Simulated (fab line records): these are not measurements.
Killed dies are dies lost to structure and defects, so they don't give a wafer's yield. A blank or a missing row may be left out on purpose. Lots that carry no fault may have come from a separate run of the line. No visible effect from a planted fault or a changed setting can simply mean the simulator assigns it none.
Which tool is to blame? || flow nand harc || 24 lots, 72 wafers sampled, at 3 steps of a route of 1302

## WHAT THE GAUGES READ, wafer by wafer
NHARC_A_M1_CD_MEAS_16.
{"lot": "L074", "measured": "day 22 19:27", "on": "cd sem-02", "cd nm (nm)": "121.1 118.3 119.2"}
{"lot": "L077", "measured": "day 23 11:01", "on": "cd sem-01", "cd nm (nm)": "118.2 119.9 120.4"}
{"lot": "L076", "measured": "day 23 14:39", "on": "cd sem-02", "cd nm (nm)": "121.0 120.8 121.3"}
{"lot": "L075", "measured": "day 23 18:51", "on": "cd sem-01", "cd nm (nm)": "119.7 119.1 119.9"}
{"lot": "L078", "measured": "day 24 10:28", "on": "cd sem-03", "cd nm (nm)": "120.0 121.2 120.6"}
{"lot": "L079", "measured": "day 24 11:40", "on": "cd sem-02", "cd nm (nm)": "119.7 119.3 118.7"}
{"lot": "L081", "measured": "day 25 07:25", "on": "cd sem-03", "cd nm (nm)": "120.7 121.6 119.2"}
{"lot": "L080", "measured": "day 25 08:47", "on": "cd sem-01", "cd nm (nm)": "120.1 118.8 120.1"}
{"lot": "L083", "measured": "day 26 00:53", "on": "cd sem-02", "cd nm (nm)": "119.5 119.7 118.8"}
{"lot": "L082", "measured": "day 26 01:23", "on": "cd sem-02", "cd nm (nm)": "119.7 118.4 120.1"}
{"lot": "L084", "measured": "day 27 00:25", "on": "cd sem-03", "cd nm (nm)": "120.7 121.2 119.9"}
{"lot": "L085", "measured": "day 27 03:02", "on": "cd sem-01", "cd nm (nm)": "118.5 117.7 118.4"}
{"lot": "L086", "measured": "day 28 02:34", "on": "cd sem-01", "cd nm (nm)": "118.8 122.3 118.2"}
{"lot": "L087", "measured": "day 28 07:01", "on": "cd sem-03", "cd nm (nm)": "119.7 119.3 119.0"}
{"lot": "L089", "measured": "day 29 03:40", "on": "cd sem-03", "cd nm (nm)": "121.5 120.1 119.9"}
{"lot": "L088", "measured": "day 29 07:27", "on": "cd sem-03", "cd nm (nm)": "119.2 118.8 120.6"}
{"lot": "L091", "measured": "day 29 10:59", "on": "cd sem-01", "cd nm (nm)": "121.1 119.6 120.5"}
{"lot": "L092", "measured": "day 29 12:01", "on": "cd sem-02", "cd nm (nm)": "121.7 120.1 119.7"}
{"lot": "L090", "measured": "day 29 15:28", "on": "cd sem-03", "cd nm (nm)": "120.0 119.5 121.1"}
{"lot": "L093", "measured": "day 30 18:11", "on": "cd sem-01", "cd nm (nm)": "120.5 121.0 120.1"}
{"lot": "L094", "measured": "day 30 23:21", "on": "cd sem-02", "cd nm (nm)": "119.8 119.1 119.1"}
{"lot": "L095", "measured": "day 31 08:46", "on": "cd sem-02", "cd nm (nm)": "120.0 120.1 119.7"}
{"lot": "L097", "measured": "day 32 15:18", "on": "cd sem-02", "cd nm (nm)": "120.8 121.0 119.3"}
{"lot": "L096", "measured": "day 32 16:14", "on": "cd sem-02", "cd nm (nm)": "120.0 118.9 120.4"}

## WHAT TOOL EACH LOT RAN ON (gives the tool, then ch and the chambers of the sampled wafers, and finally the start)
{"lot": "L074", "NHARC_A_BLC_CMP_25": "cmp-02 ch 0,3, day 22 13:36", "NHARC_A_M0_DEP_32": "pecvd-04 ch 0,2, day 22 17:43"}
{"lot": "L077", "NHARC_A_BLC_CMP_25": "cmp-04 ch 0,1,2, day 23 05:13", "NHARC_A_M0_DEP_32": "pecvd-03 ch 0,1,2, day 23 09:14"}
{"lot": "L076", "NHARC_A_BLC_CMP_25": "cmp-04 ch 1,3, day 23 08:32", "NHARC_A_M0_DEP_32": "pecvd-02 ch 0,1, day 23 12:57"}
{"lot": "L075", "NHARC_A_BLC_CMP_25": "cmp-02 ch 0,2,3, day 23 13:19", "NHARC_A_M0_DEP_32": "pecvd-04 ch 0,1, day 23 17:16"}
{"lot": "L078", "NHARC_A_BLC_CMP_25": "cmp-04 ch 0,1,3, day 24 04:18", "NHARC_A_M0_DEP_32": "pecvd-02 ch 0,1,2, day 24 08:44"}
{"lot": "L079", "NHARC_A_BLC_CMP_25": "cmp-02 ch 0,1,2, day 24 05:48", "NHARC_A_M0_DEP_32": "pecvd-04 ch 0,2, day 24 09:54"}
{"lot": "L081", "NHARC_A_BLC_CMP_25": "cmp-03 ch 0,2,3, day 25 01:32", "NHARC_A_M0_DEP_32": "pecvd-03 ch 0,1,2, day 25 05:40"}
{"lot": "L080", "NHARC_A_BLC_CMP_25": "cmp-04 ch 1,2,3, day 25 03:16", "NHARC_A_M0_DEP_32": "pecvd-02 ch 0,1, day 25 07:16"}
{"lot": "L083", "NHARC_A_BLC_CMP_25": "cmp-02 ch 0,2,3, day 25 18:53", "NHARC_A_M0_DEP_32": "pecvd-04 ch 0,2, day 25 23:10"}
{"lot": "L082", "NHARC_A_BLC_CMP_25": "cmp-03 ch 0,1,3, day 25 19:27", "NHARC_A_M0_DEP_32": "pecvd-03 ch 1,2, day 25 23:46"}
{"lot": "L084", "NHARC_A_BLC_CMP_25": "cmp-04 ch 0,1,3, day 26 18:32", "NHARC_A_M0_DEP_32": "pecvd-02 ch 1,2, day 26 22:40"}
{"lot": "L085", "NHARC_A_BLC_CMP_25": "cmp-02 ch 0,1, day 26 21:12", "NHARC_A_M0_DEP_32": "pecvd-02 ch 0,1,2, day 27 01:26"}
{"lot": "L086", "NHARC_A_BLC_CMP_25": "cmp-04 ch 1,3, day 27 20:54", "NHARC_A_M0_DEP_32": "pecvd-02 ch 0,1,2, day 28 01:01"}
{"lot": "L087", "NHARC_A_BLC_CMP_25": "cmp-04 ch 0,1, day 28 01:12", "NHARC_A_M0_DEP_32": "pecvd-04 ch 0,1, day 28 05:20"}
{"lot": "L089", "NHARC_A_BLC_CMP_25": "cmp-02 ch 0,3, day 28 21:54", "NHARC_A_M0_DEP_32": "pecvd-03 ch 0,1,2, day 29 02:05"}
{"lot": "L088", "NHARC_A_BLC_CMP_25": "cmp-03 ch 0,1,3, day 29 01:38", "NHARC_A_M0_DEP_32": "pecvd-02 ch 0,2, day 29 05:47"}
{"lot": "L091", "NHARC_A_BLC_CMP_25": "cmp-02 ch 0,2, day 29 05:06", "NHARC_A_M0_DEP_32": "pecvd-03 ch 0,1, day 29 09:17"}
{"lot": "L092", "NHARC_A_BLC_CMP_25": "cmp-04 ch 0,1, day 29 06:10", "NHARC_A_M0_DEP_32": "pecvd-04 ch 0,1, day 29 10:16"}
{"lot": "L090", "NHARC_A_BLC_CMP_25": "cmp-02 ch 2,3, day 29 09:41", "NHARC_A_M0_DEP_32": "pecvd-04 ch 0,2, day 29 13:51"}
{"lot": "L093", "NHARC_A_BLC_CMP_25": "cmp-02 ch 2,3, day 30 12:16", "NHARC_A_M0_DEP_32": "pecvd-02 ch 1,2, day 30 16:28"}
{"lot": "L094", "NHARC_A_BLC_CMP_25": "cmp-04 ch 0,2,3, day 30 17:39", "NHARC_A_M0_DEP_32": "pecvd-03 ch 0,1, day 30 21:41"}
{"lot": "L095", "NHARC_A_BLC_CMP_25": "cmp-02 ch 1,2, day 31 02:24", "NHARC_A_M0_DEP_32": "pecvd-02 ch 1,2, day 31 06:32"}
{"lot": "L097", "NHARC_A_BLC_CMP_25": "cmp-02 ch 0,3, day 32 09:00", "NHARC_A_M0_DEP_32": "pecvd-02 ch 0,2, day 32 13:35"}
{"lot": "L096", "NHARC_A_BLC_CMP_25": "cmp-02 ch 0,1,3, day 32 09:58", "NHARC_A_M0_DEP_32": "pecvd-03 ch 0,1, day 32 14:32"}
- NHARC_A_BLC_CMP_25: polishes, t overpolish 30 s, target thk 150 nm.
- NHARC_A_M0_DEP_32: deposits SiCN, target thk 30 nm.

## AS READ BY THE TOOLS THEMSELVES (means over the sampled wafers that have a number; for cases with no such wafer, the mark the record gives instead)
NHARC_A_BLC_CMP_25.
{"lot": "L074", "tool": "cmp-02", "edge zone pressure frac": 1.002, "motor current A (A)": 12.9, "overpolish run s (s)": 29.994, "time to endpoint s (s)": 31.1}
{"lot": "L077", "tool": "cmp-04", "edge zone pressure frac": 0.998, "motor current A (A)": 10.8, "overpolish run s (s)": 29.993, "time to endpoint s (s)": 31.8}
{"lot": "L076", "tool": "cmp-04", "edge zone pressure frac": 0.996, "motor current A (A)": 11.9, "overpolish run s (s)": 29.997, "time to endpoint s (s)": 31.5}
{"lot": "L075", "tool": "cmp-02", "edge zone pressure frac": 0.999, "motor current A (A)": 13.2, "overpolish run s (s)": 29.999, "time to endpoint s (s)": 32.0}
{"lot": "L078", "tool": "cmp-04", "edge zone pressure frac": 0.997, "motor current A (A)": 11.6, "overpolish run s (s)": 30.000, "time to endpoint s (s)": 32.4}
{"lot": "L079", "tool": "cmp-02", "edge zone pressure frac": 0.996, "motor current A (A)": 11.5, "overpolish run s (s)": 29.997, "time to endpoint s (s)": 32.5}
{"lot": "L081", "tool": "cmp-03", "edge zone pressure frac": 0.998, "motor current A (A)": 12.5, "overpolish run s (s)": 29.999, "time to endpoint s (s)": 29.0}
{"lot": "L080", "tool": "cmp-04", "edge zone pressure frac": 0.993, "motor current A (A)": 11.6, "overpolish run s (s)": 29.999, "time to endpoint s (s)": 33.4}
{"lot": "L083", "tool": "cmp-02", "edge zone pressure frac": 1.000, "motor current A (A)": 12.8, "overpolish run s (s)": 30.005, "time to endpoint s (s)": 30.6}
{"lot": "L082", "tool": "cmp-03", "edge zone pressure frac": 1.001, "motor current A (A)": 11.5, "overpolish run s (s)": 30.007, "time to endpoint s (s)": 28.6}
{"lot": "L084", "tool": "cmp-04", "edge zone pressure frac": 1.009, "motor current A (A)": 11.9, "overpolish run s (s)": 30.004, "time to endpoint s (s)": 29.8}
{"lot": "L085", "tool": "cmp-02", "edge zone pressure frac": 1.006, "motor current A (A)": 10.5, "overpolish run s (s)": 30.007, "time to endpoint s (s)": 31.9}
{"lot": "L086", "tool": "cmp-04", "edge zone pressure frac": 1.000, "motor current A (A)": 11.8, "overpolish run s (s)": 30.010, "time to endpoint s (s)": 28.0}
{"lot": "L087", "tool": "cmp-04", "edge zone pressure frac": 1.002, "motor current A (A)": 11.0, "overpolish run s (s)": 29.999, "time to endpoint s (s)": 31.0}
{"lot": "L089", "tool": "cmp-02", "edge zone pressure frac": 1.000, "motor current A (A)": 11.8, "overpolish run s (s)": 29.997, "time to endpoint s (s)": 33.0}
{"lot": "L088", "tool": "cmp-03", "edge zone pressure frac": 0.997, "motor current A (A)": 11.5, "overpolish run s (s)": 29.994, "time to endpoint s (s)": 28.2}
{"lot": "L091", "tool": "cmp-02", "edge zone pressure frac": 1.000, "motor current A (A)": 11.9, "overpolish run s (s)": 30.006, "time to endpoint s (s)": 31.0}
{"lot": "L092", "tool": "cmp-04", "edge zone pressure frac": 1.005, "motor current A (A)": 10.7, "overpolish run s (s)": 30.000, "time to endpoint s (s)": 29.9}
{"lot": "L090", "tool": "cmp-02", "edge zone pressure frac": 0.993, "motor current A (A)": 14.0, "overpolish run s (s)": 30.003, "time to endpoint s (s)": 34.3}
{"lot": "L093", "tool": "cmp-02", "edge zone pressure frac": 0.992, "motor current A (A)": 13.5, "overpolish run s (s)": 30.000, "time to endpoint s (s)": 29.1}
{"lot": "L094", "tool": "cmp-04", "edge zone pressure frac": 0.999, "motor current A (A)": 11.2, "overpolish run s (s)": 29.998, "time to endpoint s (s)": 30.8}
{"lot": "L095", "tool": "cmp-02", "edge zone pressure frac": 1.004, "motor current A (A)": 13.1, "overpolish run s (s)": 29.997, "time to endpoint s (s)": 29.5}
{"lot": "L097", "tool": "cmp-02", "edge zone pressure frac": 1.003, "motor current A (A)": 11.9, "overpolish run s (s)": 30.006, "time to endpoint s (s)": 33.4}
{"lot": "L096", "tool": "cmp-02", "edge zone pressure frac": 0.998, "motor current A (A)": 11.6, "overpolish run s (s)": 30.003, "time to endpoint s (s)": 33.1}

NHARC_A_M0_DEP_32.
{"lot": "L074", "tool": "pecvd-04", "heater power w (W)": 570}
{"lot": "L077", "tool": "pecvd-03", "heater power w (W)": 596}
{"lot": "L076", "tool": "pecvd-02", "heater power w (W)": 566}
{"lot": "L075", "tool": "pecvd-04", "heater power w (W)": 563}
{"lot": "L078", "tool": "pecvd-02", "heater power w (W)": 536}
{"lot": "L079", "tool": "pecvd-04", "heater power w (W)": 503}
{"lot": "L081", "tool": "pecvd-03", "heater power w (W)": 632}
{"lot": "L080", "tool": "pecvd-02", "heater power w (W)": 566}
{"lot": "L083", "tool": "pecvd-04", "heater power w (W)": 517}
{"lot": "L082", "tool": "pecvd-03", "heater power w (W)": 670}
{"lot": "L084", "tool": "pecvd-02", "heater power w (W)": 521}
{"lot": "L085", "tool": "pecvd-02", "heater power w (W)": 489}
{"lot": "L086", "tool": "pecvd-02", "heater power w (W)": 490}
{"lot": "L087", "tool": "pecvd-04", "heater power w (W)": 630}
{"lot": "L089", "tool": "pecvd-03", "heater power w (W)": 620}
{"lot": "L088", "tool": "pecvd-02", "heater power w (W)": 479}
{"lot": "L091", "tool": "pecvd-03", "heater power w (W)": 698}
{"lot": "L092", "tool": "pecvd-04", "heater power w (W)": 517}
{"lot": "L090", "tool": "pecvd-04", "heater power w (W)": 473}
{"lot": "L093", "tool": "pecvd-02", "heater power w (W)": 529}
{"lot": "L094", "tool": "pecvd-03", "heater power w (W)": 628}
{"lot": "L095", "tool": "pecvd-02", "heater power w (W)": 523}
{"lot": "L097", "tool": "pecvd-02", "heater power w (W)": 488}
{"lot": "L096", "tool": "pecvd-03", "heater power w (W)": 633}

## THE ANSWER, worked out from the rows above alone
Rule: the usual values come from the lots themselves. Put in order of their means at a reading, lots are off if they are a third of the lots or fewer, leave a main group of 4 or more, and stand apart from it by a gap of 3 or more times the standard deviation of the main group's means; of several such gaps the widest counts. A main group is skipped when, at the precision printed for the reading in the tables above, its means are all equal. Also off: a lot with no number at a reading for which 4 or more lots have one. Where the step has rows for the other lots, those lots are counted as sound. After the gauges, taken in route order, come the tools' own readings; for these a lot's mean is taken, as printed above. The first step at which some lot is off is used, and at that step the reading that is off furthest; a lot without a number counts as furthest.
Across all readings shown, no lot is off: no conclusion can be drawn from this.

## WHAT THE SIMULATOR HAD PUT IN
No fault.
